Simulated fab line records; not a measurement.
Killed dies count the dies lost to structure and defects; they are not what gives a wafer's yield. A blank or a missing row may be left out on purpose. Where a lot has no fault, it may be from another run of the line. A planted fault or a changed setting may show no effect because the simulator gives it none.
fab line records || flow n5-finfet
record {"lots": 4, "wafers": 12, "last-day": 20}
route steps=1938 shown BEOL_M7@1324 BEOL_M8@1332
lots that met no fault: taken from a fault-free run of the same line
start-h: start of the lot's first displayed wafer, in hours after the record's first day || wait-h: hours elapsed since this lot's preceding step || " identical to the entry in the row above || L1.1+2: several wafers, shown together as one row || - no value, or no start given || * or withheld: withheld || < > ~ a bound
route shown NAME@n: a module of which the file shows steps, and the number in the route of the first || usual: average and standard deviation across the fault-free wafers || same: alike in all rows || chamber/n: place in a boat || sites: each site's reading || _std_site: standard deviation of those values || _edge_site: the outer-site mean with the inner-site mean subtracted || radius-mm: how far each site lies from the wafer's centre || mask NAME#n: copy n || behind: the last tool/chamber to shape the wafer || hold: the reason the lot was held/the length of the hold in hours/how it ended || device: names the non-switching transistor (n, p or np) || end of line: the route-end tests of the same wafers || step lacking rows: just its recipe || killed: at the first sort, the dies lost to defects and structure; wafer yield is something else || map: a wafer's dies, x killed, . not, _ none there
set.NAME: the setting the step ran with; set.NAME@STEP: the setting that earlier step ran with || model.NAME: the simulator's own value behind a step, which no gauge read
lots at some steps of the route; a table a step, a row a wafer
services: the hour from which a tool's chamber was out of use, counted from the record's first day as start-h (under 0 if before that day), plus the number of hours and why
## steps
# step N5_BEOL_M7_ECD_50
# recipe {"material": "Cu", "target-thk-a": 3000}
# step N5_BEOL_M7_ANNEAL_51
# recipe {"temp-c": 225, "time-s": 90, "ambient": "N2"}
# step N5_BEOL_M7_CMP_52
# recipe {"stop-on": "SiCOH_lowk", "t-overpolish-s": 6.9, "down-force-psi": 1, "platen-rpm": 50, "clearing-platen-down-force-psi": 1.5, "clearing-platen-rpm": 50, "post-cmp-clean": "cu-alkaline", "target-thk-nm": 80, "clearing-platen-pad-velocity-m-s": 0.99484, "pad-velocity-m-s": 0.99484}
# step N5_BEOL_M7_PRE_CLEAN_55
# recipe {"gas": "NH3", "time-s": 15, "temp-c": "withheld", "rf-power-w": 300}
# step N5_BEOL_M7_DEP_56
# recipe {"material": "SiCN", "target-thk-a": 100, "temp-c": "withheld", "precursor": "3MS/NH3", "pressure-torr": 3, "rf-w": 202, "time-s": 17.5}
# step N5_BEOL_M8_ILD_DEP_00
# recipe {"material": "SiCOH_lowk", "target-thk-a": 1797.5, "temp-c": 300, "precursor": "DEMS/porogen", "pressure-torr": 5, "rf-w": 500, "time-s": 33.4}
# step N5_BEOL_M8_CURE_74
# recipe {"temp-c": 385, "time-s": 240, "ambient": "He/Ar", "material": "SiCOH_lowk"}
# step N5_BEOL_M8_PECVD_70
# recipe {"material": "SiO2", "target-thk-a": 200, "temp-c": 400, "precursor": "TEOS/O2", "pressure-torr": 5.5, "rf-w": 450, "teos-flow-sccm": 53.8, "gas": "O2", "flow-sccm": 3000, "time-s": 22.7}
# step N5_BEOL_M8_HM_DEP_02
# recipe {"material": "TiN", "target-thk-a": 200, "temp-c": 25, "chamber-pressure-pa": 0.49996}
# usual {"throttle-valve-pct": "29.4/1"}
{"lot.wafer": "L314.1", "tool": "pvd-sputter-01", "chamber": "-", "start-h": 277.26, "wait-h": 0.4, "throttle-valve-pct": 30.1, "model.TiN_of_BEOL_M8_HM_DEP_02.thk-nm": 19.4}
{"lot.wafer": "L314.2", "tool": "pvd-sputter-01", "chamber": "-", "start-h": 277.26, "wait-h": 0.4, "throttle-valve-pct": 29.4, "model.TiN_of_BEOL_M8_HM_DEP_02.thk-nm": 19.4}
{"lot.wafer": "L314.3", "tool": "pvd-sputter-01", "chamber": "-", "start-h": 277.26, "wait-h": 0.4, "throttle-valve-pct": 31.4, "model.TiN_of_BEOL_M8_HM_DEP_02.thk-nm": 19.4}
{"lot.wafer": "L316.1", "tool": "pvd-sputter-01", "chamber": "-", "start-h": 291.54, "wait-h": 1.6, "throttle-valve-pct": 28.7, "model.TiN_of_BEOL_M8_HM_DEP_02.thk-nm": 7}
{"lot.wafer": "L316.2", "tool": "pvd-sputter-01", "chamber": "-", "start-h": 291.54, "wait-h": 1.6, "throttle-valve-pct": 29.4, "model.TiN_of_BEOL_M8_HM_DEP_02.thk-nm": 6.8}
{"lot.wafer": "L316.6", "tool": "pvd-sputter-01", "chamber": "-", "start-h": 291.54, "wait-h": 1.6, "throttle-valve-pct": 29.9, "model.TiN_of_BEOL_M8_HM_DEP_02.thk-nm": 7.2}
{"lot.wafer": "L317.3", "tool": "pvd-sputter-01", "chamber": "-", "start-h": 326.40, "wait-h": 0.7, "throttle-valve-pct": 28.3, "model.TiN_of_BEOL_M8_HM_DEP_02.thk-nm": 6.8}
{"lot.wafer": "L317.5", "tool": "pvd-sputter-01", "chamber": "-", "start-h": 326.40, "wait-h": 0.7, "throttle-valve-pct": 29.6, "model.TiN_of_BEOL_M8_HM_DEP_02.thk-nm": 6.8}
{"lot.wafer": "L317.6", "tool": "pvd-sputter-01", "chamber": "-", "start-h": 326.40, "wait-h": 0.7, "throttle-valve-pct": 30.2, "model.TiN_of_BEOL_M8_HM_DEP_02.thk-nm": 6.6}
{"lot.wafer": "L333.1", "tool": "pvd-sputter-03", "chamber": "-", "start-h": 405.23, "wait-h": 3.3, "throttle-valve-pct": 29.2, "model.TiN_of_BEOL_M8_HM_DEP_02.thk-nm": 20.6}
{"lot.wafer": "L333.2", "tool": "pvd-sputter-03", "chamber": "-", "start-h": 405.23, "wait-h": 3.3, "throttle-valve-pct": 27.9, "model.TiN_of_BEOL_M8_HM_DEP_02.thk-nm": 20.2}
{"lot.wafer": "L333.6", "tool": "pvd-sputter-03", "chamber": "-", "start-h": 405.23, "wait-h": 3.3, "throttle-valve-pct": 29.5, "model.TiN_of_BEOL_M8_HM_DEP_02.thk-nm": 20.6}
# step N5_BEOL_M8_COAT_59
# recipe {"resist": "SOC", "temp-c": 250, "time-s": 60, "spin-rpm": 1500, "resist-thk-nm": 100}
# step N5_BEOL_M8_COAT_60
# recipe {"resist": "SiARC", "temp-c": 220, "time-s": 60, "spin-rpm": 1500, "resist-thk-nm": 35}
# step N5_BEOL_M8_COAT_05
# recipe {"resist": "CAR-ArF", "spin-rpm": 1500, "resist-thk-nm": 90}
# step N5_BEOL_M8_EBR_07
# recipe {"solvent": "PGMEA", "ebr-width-mm": 1.5}
# step N5_BEOL_M8_SOFTBAKE_06
# recipe {"temp-c": 110, "time-s": 60, "resist": "CAR-ArF"}
# step N5_BEOL_M8_EXPOSE_08
# recipe {"mask-id": "M8", "na": 1.35, "source-shape": "dipole", "sigma-inner": 0.817, "sigma-outer": 0.97, "polarization": "te", "dose-mj": 68.25}
# step N5_BEOL_M8_PEB_09
# recipe {"peb-temp-c": "withheld", "peb-time-s": 60, "resist": "CAR-ArF"}
# step N5_BEOL_M8_DEVELOP_10
# recipe {"develop-time-s": 30, "developer": "TMAH", "resist": "CAR-ArF", "rinse-liquid": "diw", "dry": "air-spin", "dev-temp-c": 23}
# step N5_BEOL_M8_DESCUM_16
# recipe {"chemistry": "O2", "time-s": 7.9, "source-power-w": 50, "bias-power-w": 20, "pressure-mtorr": 20, "rf-frequency-hz": 2.712e+07, "temp-c": 40, "resist": "CAR-ArF", "o2-flow-sccm": 225}
# step N5_BEOL_M8_ETCH_61
# recipe {"chemistry": "CF4", "target": "SiARC", "target-depth-a": 455, "mask-material": "CAR-ArF", "time-s": 75.8, "ion-energy-ev": 80, "pressure-mtorr": 40, "source-w": 545, "bias-w": 36, "Ar_flow_sccm": 100, "cf4-flow-sccm": 100, "ends": "cleared"}
# step N5_BEOL_M8_ETCH_62
# recipe {"chemistry": "N2/H2", "target": "SOC", "target-depth-a": 1100, "overetch-a": 220, "mask-material": "SiARC", "temp-c": 40, "time-s": 165, "ion-energy-ev": 200, "pressure-mtorr": 30, "source-w": 840, "bias-w": 150, "n2-flow-sccm": 200, "h2-flow-sccm": 200}
# step N5_BEOL_M8_STRIP_68
# recipe {"chemistry": "N2/H2", "temp-c": 40, "n2-flow-sccm": 200, "h2-flow-sccm": 200, "rf-frequency-hz": 6e+07}
# step N5_BEOL_M8_STRIP_67
# recipe {"chemistry": "CF4", "resist": "SiARC", "power-w": 300, "bias-power-w": 75, "pressure-mtorr": 50, "cf4-flow-sccm": 150, "rf-frequency-hz": 6e+07}
# step N5_BEOL_M8_HM_OPEN_17
# recipe {"chemistry": "Cl2/BCl3", "target-depth-a": 200, "overetch-a": 60, "target": "TiN", "mask-material": "SOC", "ion-energy-ev": 150, "pressure-mtorr": 10, "icp-w": 1000, "bias-w": 126, "Cl2_flow_sccm": 53.25, "bcl3-flow-sccm": 21.75, "Ar_flow_sccm": 25}
# usual {"bcl3-flow-sccm": "21.75/0.068", "drypump-motor-current-A": "5.63/0.3", "oes-product-au": "0.67/0.093", "throttle-valve-pct": "22.12/0.14"}
{"lot.wafer": "L314.1", "tool": "rie-metal-02", "chamber": 1, "start-h": 278.02, "wait-h": 0.1, "bcl3-flow-sccm": 21.84, "drypump-motor-current-A": 5.68, "oes-product-au": 0.79, "rf-hours-counter-h": 4, "throttle-valve-pct": 22.07, "model.etch.depth-nm": 19.48}
{"lot.wafer": "L314.2", "tool": "rie-metal-02", "chamber": 0, "start-h": 278.02, "wait-h": 0.1, "bcl3-flow-sccm": 21.88, "drypump-motor-current-A": 6.22, "oes-product-au": 0.64, "rf-hours-counter-h": 49, "throttle-valve-pct": 22.19, "model.etch.depth-nm": 19.42}
{"lot.wafer": "L314.3", "tool": "rie-metal-02", "chamber": 1, "start-h": 278.02, "wait-h": 0.1, "bcl3-flow-sccm": 21.89, "drypump-motor-current-A": 5.66, "oes-product-au": 0.78, "rf-hours-counter-h": "-", "throttle-valve-pct": 22.07, "model.etch.depth-nm": 19.41}
{"lot.wafer": "L316.1", "tool": "rie-metal-01", "chamber": 0, "start-h": 292.41, "wait-h": 0.0, "bcl3-flow-sccm": 21.82, "drypump-motor-current-A": 5.57, "oes-product-au": 0.35, "rf-hours-counter-h": 105, "throttle-valve-pct": 22.48, "model.etch.depth-nm": 6.95}
{"lot.wafer": "L316.2", "tool": "rie-metal-01", "chamber": 1, "start-h": 292.41, "wait-h": 0.0, "bcl3-flow-sccm": 21.73, "drypump-motor-current-A": 5.86, "oes-product-au": 0.35, "rf-hours-counter-h": 100, "throttle-valve-pct": 22.77, "model.etch.depth-nm": 6.844}
{"lot.wafer": "L316.6", "tool": "rie-metal-01", "chamber": 0, "start-h": 292.41, "wait-h": 0.0, "bcl3-flow-sccm": 21.77, "drypump-motor-current-A": 5.55, "oes-product-au": 0.35, "rf-hours-counter-h": "-", "throttle-valve-pct": 22.49, "model.etch.depth-nm": 7.104}
{"lot.wafer": "L317.3", "tool": "rie-metal-03", "chamber": 1, "start-h": 327.30, "wait-h": 0.1, "bcl3-flow-sccm": 21.83, "drypump-motor-current-A": 5.46, "oes-product-au": 0.42, "rf-hours-counter-h": "-", "throttle-valve-pct": 22.63, "model.etch.depth-nm": 6.761}
{"lot.wafer": "L317.5", "tool": "rie-metal-03", "chamber": 0, "start-h": 327.30, "wait-h": 0.1, "bcl3-flow-sccm": 21.77, "drypump-motor-current-A": 5.32, "oes-product-au": 0.35, "rf-hours-counter-h": "-", "throttle-valve-pct": 22.52, "model.etch.depth-nm": 6.728}
{"lot.wafer": "L317.6", "tool": "rie-metal-03", "chamber": 1, "start-h": 327.30, "wait-h": 0.1, "bcl3-flow-sccm": 21.79, "drypump-motor-current-A": 5.45, "oes-product-au": 0.41, "rf-hours-counter-h": "-", "throttle-valve-pct": 22.65, "model.etch.depth-nm": 6.575}
{"lot.wafer": "L333.1", "tool": "rie-metal-03", "chamber": 1, "start-h": 406.25, "wait-h": 0.1, "bcl3-flow-sccm": 21.79, "drypump-motor-current-A": 5.45, "oes-product-au": 0.67, "rf-hours-counter-h": 53, "throttle-valve-pct": 22.21, "model.etch.depth-nm": 20.57}
{"lot.wafer": "L333.2", "tool": "rie-metal-03", "chamber": 1, "start-h": 406.25, "wait-h": 0.1, "bcl3-flow-sccm": 21.71, "drypump-motor-current-A": 5.46, "oes-product-au": 0.67, "rf-hours-counter-h": "-", "throttle-valve-pct": 22.21, "model.etch.depth-nm": 20.25}
{"lot.wafer": "L333.6", "tool": "rie-metal-03", "chamber": 1, "start-h": 406.25, "wait-h": 0.1, "bcl3-flow-sccm": 21.71, "drypump-motor-current-A": 5.46, "oes-product-au": 0.66, "rf-hours-counter-h": "-", "throttle-valve-pct": 22.19, "model.etch.depth-nm": 20.68}
# step N5_BEOL_M8_STRIP_19
# recipe {"chemistry": "O2", "power-w": 400, "temp-c": 40, "pressure-mtorr": 30, "rf-frequency-hz": 6e+07, "bias-power-w": 0, "overash-fraction": 0.2, "o2-flow-sccm": 225}
# step N5_BEOL_M8_COAT_63
# recipe {"resist": "SOC", "temp-c": 250, "time-s": 60, "spin-rpm": 1500, "resist-thk-nm": 60}
# step N5_BEOL_M8_COAT_64
# recipe {"resist": "SiARC", "temp-c": 220, "time-s": 60, "spin-rpm": 1500, "resist-thk-nm": 12}
# step N5_BEOL_M8_COAT_71
# recipe {"resist": "underlayer", "temp-c": 205, "time-s": 60, "spin-rpm": 1500, "resist-thk-nm": 5}
# step N5_BEOL_M8_COAT_22
# recipe {"resist": "CAR-EUV", "spin-rpm": 1500, "resist-thk-nm": 30}
# step N5_BEOL_M8_EBR_24
# recipe {"solvent": "PGMEA", "ebr-width-mm": 1.5}
# step N5_BEOL_M8_SOFTBAKE_23
# recipe {"temp-c": 110, "time-s": 60, "resist": "CAR-EUV"}
# step N5_BEOL_M8_EXPOSE_25
# recipe {"mask-id": "V7", "na": 0.33, "source-shape": "annular", "sigma-inner": 0.4, "sigma-outer": 0.8, "polarization": "unpolarized", "target-cd-nm": 40, "dose-mj": 42.5}
# step N5_BEOL_M8_PEB_26
# recipe {"peb-temp-c": 100, "peb-time-s": 60, "resist": "CAR-EUV"}
# step N5_BEOL_M8_DEVELOP_27
# recipe {"develop-time-s": 30, "developer": "TMAH", "resist": "CAR-EUV", "rinse-liquid": "surfactant-rinse", "dry": "air-spin", "dev-temp-c": 23}
# step N5_BEOL_M8_TRENCH_ETCH_37
# recipe {"chemistry": "C4F6/O2", "target-depth-a": 934.78, "target": "SiCOH_lowk", "time-s": 31.2, "ion-energy-ev": 250, "pressure-mtorr": 30, "source-w": 345, "bias-w": 185, "Ar_flow_sccm": 300, "C4F6_flow_sccm": 10, "O2_flow_sccm": 10}
# usual {"drypump-motor-current-A": "5.7/0.34", "oes-product-au": "0.80/0.086", "rf-vpp-V": "667/6.9", "showerhead-plenum-p-Torr": "2.88/0.1", "throttle-valve-pct": "20.96/0.16"}
{"lot.wafer": "L314.1", "tool": "rie-diel-04", "chamber": 0, "start-h": "-", "wait-h": "-", "drypump-motor-current-A": 6.1, "oes-product-au": 0.89, "rf-hours-counter-h": 37, "rf-vpp-V": 672, "showerhead-plenum-p-Torr": 3.01, "throttle-valve-pct": 20.76, "model.TiN_of_BEOL_M8_HM_DEP_02.thk-nm": 16.8}
{"lot.wafer": "L314.2", "tool": "rie-diel-04", "chamber": 3, "start-h": "-", "wait-h": "-", "drypump-motor-current-A": 5.1, "oes-product-au": 0.94, "rf-hours-counter-h": 16, "rf-vpp-V": 667, "showerhead-plenum-p-Torr": 2.90, "throttle-valve-pct": 20.76, "model.TiN_of_BEOL_M8_HM_DEP_02.thk-nm": 16.8}
{"lot.wafer": "L314.3", "tool": "rie-diel-04", "chamber": 1, "start-h": "-", "wait-h": "-", "drypump-motor-current-A": 5.6, "oes-product-au": 0.84, "rf-hours-counter-h": 77, "rf-vpp-V": 665, "showerhead-plenum-p-Torr": 2.76, "throttle-valve-pct": 21.11, "model.TiN_of_BEOL_M8_HM_DEP_02.thk-nm": 16.8}
{"lot.wafer": "L316.1", "tool": "rie-diel-02", "chamber": 3, "start-h": "-", "wait-h": "-", "drypump-motor-current-A": 5.6, "oes-product-au": 0.73, "rf-hours-counter-h": 185, "rf-vpp-V": 662, "showerhead-plenum-p-Torr": 2.72, "throttle-valve-pct": 21.14, "model.TiN_of_BEOL_M8_HM_DEP_02.thk-nm": 4.4}
{"lot.wafer": "L316.2", "tool": "rie-diel-02", "chamber": 1, "start-h": "-", "wait-h": "-", "drypump-motor-current-A": 5.8, "oes-product-au": 0.71, "rf-hours-counter-h": 205, "rf-vpp-V": 663, "showerhead-plenum-p-Torr": 2.93, "throttle-valve-pct": 20.95, "model.TiN_of_BEOL_M8_HM_DEP_02.thk-nm": 4.2}
{"lot.wafer": "L316.6", "tool": "rie-diel-02", "chamber": 1, "start-h": "-", "wait-h": "-", "drypump-motor-current-A": 5.8, "oes-product-au": 0.71, "rf-hours-counter-h": "-", "rf-vpp-V": 665, "showerhead-plenum-p-Torr": 2.93, "throttle-valve-pct": 20.94, "model.TiN_of_BEOL_M8_HM_DEP_02.thk-nm": 4.4}
{"lot.wafer": "L317.3", "tool": "rie-diel-05", "chamber": 3, "start-h": "-", "wait-h": "-", "drypump-motor-current-A": 6.6, "oes-product-au": 0.68, "rf-hours-counter-h": 236, "rf-vpp-V": 661, "showerhead-plenum-p-Torr": 2.92, "throttle-valve-pct": 21.08, "model.TiN_of_BEOL_M8_HM_DEP_02.thk-nm": 4.2}
{"lot.wafer": "L317.5", "tool": "rie-diel-05", "chamber": 2, "start-h": "-", "wait-h": "-", "drypump-motor-current-A": 5.8, "oes-product-au": 0.92, "rf-hours-counter-h": "-", "rf-vpp-V": 658, "showerhead-plenum-p-Torr": 2.91, "throttle-valve-pct": 20.99, "model.TiN_of_BEOL_M8_HM_DEP_02.thk-nm": 4}
{"lot.wafer": "L317.6", "tool": "rie-diel-05", "chamber": 1, "start-h": "-", "wait-h": "-", "drypump-motor-current-A": 5.4, "oes-product-au": 0.88, "rf-hours-counter-h": "-", "rf-vpp-V": 665, "showerhead-plenum-p-Torr": 3.02, "throttle-valve-pct": 20.77, "model.TiN_of_BEOL_M8_HM_DEP_02.thk-nm": 3.8}
{"lot.wafer": "L333.1", "tool": "rie-diel-05", "chamber": 1, "start-h": "-", "wait-h": "-", "drypump-motor-current-A": 5.4, "oes-product-au": 0.83, "rf-hours-counter-h": 66, "rf-vpp-V": 664, "showerhead-plenum-p-Torr": 3.01, "throttle-valve-pct": 20.78, "model.TiN_of_BEOL_M8_HM_DEP_02.thk-nm": 18}
{"lot.wafer": "L333.2", "tool": "rie-diel-05", "chamber": 0, "start-h": "-", "wait-h": "-", "drypump-motor-current-A": 6.3, "oes-product-au": 0.82, "rf-hours-counter-h": 75, "rf-vpp-V": 680, "showerhead-plenum-p-Torr": 2.87, "throttle-valve-pct": 20.89, "model.TiN_of_BEOL_M8_HM_DEP_02.thk-nm": 17.6}
{"lot.wafer": "L333.6", "tool": "rie-diel-05", "chamber": 1, "start-h": "-", "wait-h": "-", "drypump-motor-current-A": 5.4, "oes-product-au": 0.84, "rf-hours-counter-h": "-", "rf-vpp-V": 665, "showerhead-plenum-p-Torr": 3.01, "throttle-valve-pct": 20.78, "model.TiN_of_BEOL_M8_HM_DEP_02.thk-nm": 18}
## services
{"tool": "rie-metal-02", "chamber": "-", "start-h": 259.57, "hours": 1.4, "kind": "pm"}
{"tool": "rie-diel-05", "chamber": 2, "start-h": 261.55, "hours": "-", "kind": "clean"}
{"tool": "rie-diel-05", "chamber": 2, "start-h": 261.55, "hours": "-", "kind": "consumable-replace:focus-ring"}
{"tool": "rie-diel-05", "chamber": 2, "start-h": 261.55, "hours": 27.8, "kind": "scheduled-down"}
{"tool": "rie-diel-05", "chamber": 2, "start-h": 261.55, "hours": 27.8, "kind": "vent-cycle"}
{"tool": "pvd-sputter-03", "chamber": "-", "start-h": 273.75, "hours": 1.9, "kind": "repair"}
{"tool": "rie-metal-02", "chamber": 1, "start-h": 291.93, "hours": 7.4, "kind": "repair"}
{"tool": "rie-diel-04", "chamber": 2, "start-h": 292.39, "hours": "-", "kind": "clean"}
{"tool": "rie-diel-04", "chamber": 2, "start-h": 292.39, "hours": "-", "kind": "consumable-replace:focus-ring"}
{"tool": "rie-metal-01", "chamber": "-", "start-h": 300.39, "hours": 1.4, "kind": "pm"}
{"tool": "rie-diel-05", "chamber": 1, "start-h": 333.99, "hours": 5.9, "kind": "repair"}
{"tool": "rie-diel-02", "chamber": 3, "start-h": 335.79, "hours": 4.6, "kind": "repair"}
{"tool": "pvd-sputter-03", "chamber": "-", "start-h": 368.86, "hours": 6.0, "kind": "repair"}
{"tool": "rie-diel-04", "chamber": 3, "start-h": 382.33, "hours": 7.4, "kind": "repair"}
{"tool": "rie-diel-04", "chamber": 0, "start-h": 393.93, "hours": 4.7, "kind": "repair"}
{"tool": "rie-diel-05", "chamber": 3, "start-h": 401.01, "hours": "-", "kind": "clean"}
{"tool": "rie-diel-05", "chamber": 3, "start-h": 401.01, "hours": "-", "kind": "consumable-replace:focus-ring"}
{"tool": "rie-diel-05", "chamber": 3, "start-h": 401.01, "hours": 23.6, "kind": "scheduled-down"}
{"tool": "rie-diel-05", "chamber": 3, "start-h": 401.01, "hours": 23.6, "kind": "vent-cycle"}
{"tool": "rie-diel-04", "chamber": 0, "start-h": 401.55, "hours": 15.5, "kind": "repair"}
{"tool": "rie-metal-03", "chamber": 0, "start-h": 404.07, "hours": "-", "kind": "clean"}
{"tool": "rie-metal-03", "chamber": 0, "start-h": 404.07, "hours": 20.3, "kind": "scheduled-down"}
{"tool": "rie-metal-03", "chamber": 0, "start-h": 404.07, "hours": 20.3, "kind": "vent-cycle"}
{"tool": "rie-metal-01", "chamber": "-", "start-h": 405.32, "hours": 0.6, "kind": "repair"}
## key
first-sign {"step": "N5_BEOL_M8_HM_OPEN_17", "reading": "oes-product-au", "direction": "down", "sigmas": 3.2, "usual": 0.67, "struck": 0.37}
effect none on later readings
model-effect {"step": "N5_BEOL_M8_HM_DEP_02", "value": "TiN_of_BEOL_M8_HM_DEP_02.thk-nm", "without": 20.3, "struck": 6.867}
model-effect {"step": "N5_BEOL_M8_HM_OPEN_17", "value": "etch.depth-nm", "without": 20.3, "struck": 6.827}
model-effect {"step": "N5_BEOL_M8_TRENCH_ETCH_37", "value": "TiN_of_BEOL_M8_HM_DEP_02.thk-nm", "without": 17.67, "struck": 4.167}
met-at N5_BEOL_M8_HM_DEP_02
struck-wafers L316.1,L316.2,L316.6,L317.3,L317.5,L317.6
onset-between 277.26 291.54
fault {"kind": "process-parameter-drift", "tool": "pvd-sputter-01", "chamber": "-", "onset-h": 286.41, "steps": "N5_BEOL_M8_HM_DEP_02", "channel": "target-thk-a", "offset": "*", "shape": "step", "end-h": 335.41, "acts-in": "*", "stated": "*"}
